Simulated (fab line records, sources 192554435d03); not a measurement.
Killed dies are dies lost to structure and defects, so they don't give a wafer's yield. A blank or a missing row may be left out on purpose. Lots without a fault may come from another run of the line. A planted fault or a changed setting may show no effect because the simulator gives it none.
Chamber matching | flow n5_finfet | N5_BEOL_M11_DESCUM_16 on rie_diel-02: 4 sister chambers
The step chemistry O2, time 7.9 s. 22 wafers are shown with their chamber, then 11 later ones without.

WAFERS WITH THEIR CHAMBER
wafer  | chamber | showerhead_plenum_p_Torr (Torr) | drypump_motor_current_A (A) | throttle_valve_pct (%)
L076.2 | 1       | 2.14                            | 5.0                         | 20.19
L076.3 | 0       | 2.15                            | 6.4                         | 20.10
L076.4 | 2       | 2.02                            | 6.3                         | 20.66
L075.3 | 1       | 2.14                            | 5.0                         | 20.20
L075.4 | 0       | 2.15                            | 6.4                         | 20.10
L075.5 | 1       | 2.14                            | 5.1                         | 20.18
L077.3 | 0       | 2.15                            | 6.4                         | 20.09
L077.4 | 3       | 2.03                            | 6.5                         | 20.18
L077.5 | 2       | 2.02                            | 6.3                         | 20.67
L084.3 | 2       | 2.02                            | 6.3                         | 20.68
L084.4 | 0       | 2.15                            | 6.4                         | 20.12
L084.6 | 3       | 2.03                            | 6.5                         | 20.19
L083.3 | 0       | 2.15                            | 6.4                         | 20.13
L083.5 | 3       | 2.03                            | 6.5                         | 20.21
L083.6 | 2       | 2.02                            | 6.3                         | 20.67
L085.1 | 0       | 2.15                            | 6.4                         | 20.13
L085.3 | 3       | 2.03                            | 6.4                         | 20.21
L085.5 | 1       | 2.14                            | 5.1                         | 19.70
L086.1 | 3       | 2.03                            | 6.4                         | 20.22
L086.2 | 1       | 2.14                            | 5.1                         | 19.69
L086.6 | 1       | 2.14                            | 5.1                         | 19.69
L087.1 | 1       | 2.13                            | 5.1                         | 19.71

SIGNATURES (means of the wafers above)
reading                  | chamber 0 | chamber 1 | chamber 2 | chamber 3 | scatter within a chamber
showerhead_plenum_p_Torr | 2.1500    | 2.1386    | 2.0200    | 2.0300    | 0.00218
drypump_motor_current_A  | 6.400     | 5.071     | 6.300     | 6.460     | 0.0382
throttle_valve_pct       | 20.1117   | 19.9086   | 20.6700   | 20.2020   | 0.153
Rule: a wafer's distance from a chamber is the root of the sum, over the readings, of the square of ((its reading less the chamber's mean) divided by the reading's scatter). The wafer belongs to the nearest chamber; if the next one is less than 2 further off, it can't be placed. The scatter: the root of (the sum of the squares of (reading less its chamber's mean) over the shown wafers, divided by (wafers less chambers)).

WAFERS WITHOUT THEIR CHAMBER
wafer  | showerhead_plenum_p_Torr (Torr) | drypump_motor_current_A (A) | throttle_valve_pct (%)
L087.5 | 2.03                            | 6.4                         | 20.23
L087.6 | 2.02                            | 6.3                         | 20.70
L091.2 | 2.14                            | 6.4                         | 20.18
L091.3 | 2.02                            | 6.4                         | 20.24
L091.5 | 2.02                            | 6.4                         | 20.23
L094.3 | 2.13                            | 5.1                         | 19.71
L094.4 | 2.02                            | 6.5                         | 20.25
L094.6 | 2.02                            | 6.4                         | 20.25
L095.1 | 2.14                            | 6.4                         | 20.17
L095.5 | 2.02                            | 6.4                         | 20.26
L095.6 | 2.14                            | 6.4                         | 20.16

WHICH CHAMBER EACH WENT THROUGH
wafer  | from the rows above     | in truth
L087.5 | 3                       | 3
L087.6 | 2                       | 2
L091.2 | 0                       | 0
L091.3 | can't be placed: 2 or 3 | 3
L091.5 | can't be placed: 2 or 3 | 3
L094.3 | 1                       | 1
L094.4 | can't be placed: 3 or 2 | 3
L094.6 | can't be placed: 2 or 3 | 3
L095.1 | 0                       | 0
L095.5 | can't be placed: 2 or 3 | 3
L095.6 | 0                       | 0
Placed correctly: 6 of 11. Can't be placed from these rows: 5 (the true chamber is among the candidates in 5). Placed wrongly: 0.
